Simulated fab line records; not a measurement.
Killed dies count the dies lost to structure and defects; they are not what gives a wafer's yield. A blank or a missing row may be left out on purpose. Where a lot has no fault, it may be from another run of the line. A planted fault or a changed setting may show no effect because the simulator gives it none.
Comparing a struck lot with a sound one	flow n5 finfet	14 out of 1938 route steps
Sound: wafers L726.2, L726.5, L726.6. Struck: wafer L743.3 (left out: L743.2, L743.5 of the same lot, which were not struck); the cause appears at the end.
Per side, at each step with rows, come the tool, then ch with its chambers, and then its first start. Under that, the readings that differ: sound wafers	struck wafers	difference of the means	sigmas: that difference in standard deviations of wafers without a fault.
alike: a reading whose means differ by less than 2 such deviations, as well as words and numbers matching on both sides. not compared: withheld readings; readings where some wafer has no value; bounds like >300 that might hide an equal value; numbers whose values overlap and for which the record gives no deviation.
A row with sigmas, a row that says differs or no value, or rows on one side alone: a step with any of these is where the two part. Numbers that have no deviation but don't overlap get no sigmas and don't part them. A reading that every wafer of one side lacks parts them only if that side has two wafers or more.

first, 3 steps without rows for these wafers: N5_BEOL_M5_EXPOSE_25 (exposes mask V4, defocus 10 nm); N5_BEOL_M5_PEB_26 (peb time 60 s); N5_BEOL_M5_DEVELOP_27 (develop time 30 s).
N5_BEOL_M5_CD_MEAS_28: target cd 30.6 nm, target cd y 20 nm.
  sound on cd sem-02 ch 0, day 8 20:35; struck on cd sem-01 ch 0, day 13 03:41
  alike: cd nm
N5_BEOL_M5_OVL_MEAS_29:
  sound on overlay-01 ch 0, day 8 20:37; struck on overlay-01 ch 0, day 13 03:43
  alike: V4_OVL
N5_BEOL_M5_INSPECT_30: inspects for defects (brightfield).
  sound on defect inspect-01 at day 8 20:41; struck on defect inspect-01 at day 13 03:46
  alike: raw defect count
N5_BEOL_M5_DESCUM_33: chemistry O2, time 7 s.
  sound on rie diel-03 ch 2,3, day 8 20:43; struck on rie diel-04 ch 1, day 13 03:58
  alike: chamber pressure mTorr, drypump motor current A, oes product au, rf vpp V, showerhead plenum p Torr, throttle valve pct
  not compared: rf hours counter h
N5_BEOL_M5_ETCH_75: etches underlayer in N2/H2, target depth 6.5 nm, time 5.2 s.
  sound on rie diel-03 ch 2,3, day 8 20:45; struck on rie diel-04 ch 1, day 13 03:59
  alike: chamber pressure mTorr, drypump motor current A, etch rf on time s, oes product au, rf vpp V, showerhead plenum p Torr, throttle valve pct
  not compared: rf hours counter h
N5_BEOL_M5_ETCH_67: etches SiARC in CF4, target depth 15.6 nm, time 26 s.
  sound on rie diel-03 ch 2,3, day 8 20:46; struck on rie diel-04 ch 1, day 13 04:01
  alike: chamber pressure mTorr, drypump motor current A, etch rf on time s, oes product au, rf vpp V, showerhead plenum p Torr, throttle valve pct
  not compared: rf hours counter h
N5_BEOL_M5_ETCH_68: etches SOC in N2/H2, target depth 80 nm, overetch 16 nm, time 120 s.
  sound on rie diel-03 ch 2,3, day 8 20:48; struck on rie diel-04 ch 1, day 13 04:02
  alike: chamber pressure mTorr, drypump motor current A, oes product au, rf vpp V, showerhead plenum p Torr, throttle valve pct
  not compared: rf hours counter h
then, 2 steps without rows for these wafers: N5_BEOL_M5_STRIP_69 (strips in N2/H2); N5_BEOL_M5_STRIP_76 (strips in N2/H2).
N5_BEOL_M5_VIA_ETCH_34: etches SiCOH lowk in C4F6/O2, target depth 88.3 nm, time 39.2 s.
  sound on rie diel-03 ch 2,3, day 8 20:54; struck on rie diel-04 ch 1, day 13 04:08
reading	sound	struck	difference	sigmas
oes product au (a.u.)	0.73 0.73 0.92	1.10	+0.31	+3
model.etch.depth nm (nm)	88.32 88.19 89.87	126	+37	
model.SOC_of_BEOL_M5_COAT_65.thk nm (nm)	55.8 56 56	54.2	-1.7	
  alike: chamber pressure mTorr, drypump motor current A, rf vpp V, showerhead plenum p Torr, throttle valve pct
  not compared: rf hours counter h
then, 1 step without rows for these wafers: N5_BEOL_M5_STRIP_85 (strips in C4F6/O2).

WHERE THEY PART
At N5_BEOL_M5_VIA_ETCH_34 and nowhere else, as far as this record goes.

WHY: the cause the simulator had injected
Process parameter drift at N5_BEOL_M5_VIA_ETCH_34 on rie diel-04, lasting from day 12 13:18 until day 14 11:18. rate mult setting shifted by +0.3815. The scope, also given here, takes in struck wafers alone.
